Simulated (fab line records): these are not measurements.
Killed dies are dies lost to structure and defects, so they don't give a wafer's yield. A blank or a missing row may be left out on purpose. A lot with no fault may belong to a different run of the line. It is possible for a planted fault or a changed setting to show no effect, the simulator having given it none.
Chamber matching + flow n5Finfet + 3 sister chambers for N5_BEOL_M1_PRE_CLEAN_60 on cvdCo-02
The step time 15 s. 6 wafers are shown with their chamber, then 12 later ones without.

## WAFERS, EACH WITH ITS CHAMBER
| wafer  | chamber | heaterPowerW (W) |
|--------|---------|------------------|
| L085.2 | 0       | 61               |
| L085.3 | 1       | 96               |
| L085.5 | 2       | 68               |
| L087.1 | 0       | 62               |
| L087.4 | 2       | 68               |
| L087.5 | 1       | 95               |

## WAFERS WITH NO CHAMBER GIVEN
| wafer  | heaterPowerW (W) |
|--------|------------------|
| L088.2 | 60               |
| L088.5 | 70               |
| L088.6 | 92               |
| L093.1 | 69               |
| L093.4 | 91               |
| L093.5 | 60               |
| L095.1 | 61               |
| L095.2 | 68               |
| L095.4 | 61               |
| L096.2 | 93               |
| L096.3 | 60               |
| L096.5 | 91               |

## WHICH CHAMBER EACH WENT THROUGH
| wafer  | from the rows above | in truth |
|--------|---------------------|----------|
| L088.2 | 0                   | 0        |
| L088.5 | 2                   | 2        |
| L088.6 | 1                   | 1        |
| L093.1 | 2                   | 2        |
| L093.4 | 1                   | 1        |
| L093.5 | 0                   | 0        |
| L095.1 | 0                   | 0        |
| L095.2 | 2                   | 2        |
| L095.4 | 0                   | 0        |
| L096.2 | 1                   | 1        |
| L096.3 | 0                   | 0        |
| L096.5 | 1                   | 1        |
Correct placement for 12 of the 12. Not placeable from these rows: 0. 0 placed wrongly.
How it was worked out, from the rows above alone: a wafer's distance from a chamber is the root of the sum, over the readings, of the square of ((its reading less the chamber's mean) divided by the reading's scatter). If the next closest chamber is less than 2 further off than the closest, the wafer can't be placed; otherwise it belongs to the closest. Each chamber's mean is taken over the wafers shown for it. The scatter: the root of (the sum of the squares of (reading less its chamber's mean) over the shown wafers, divided by (wafers less chambers)).
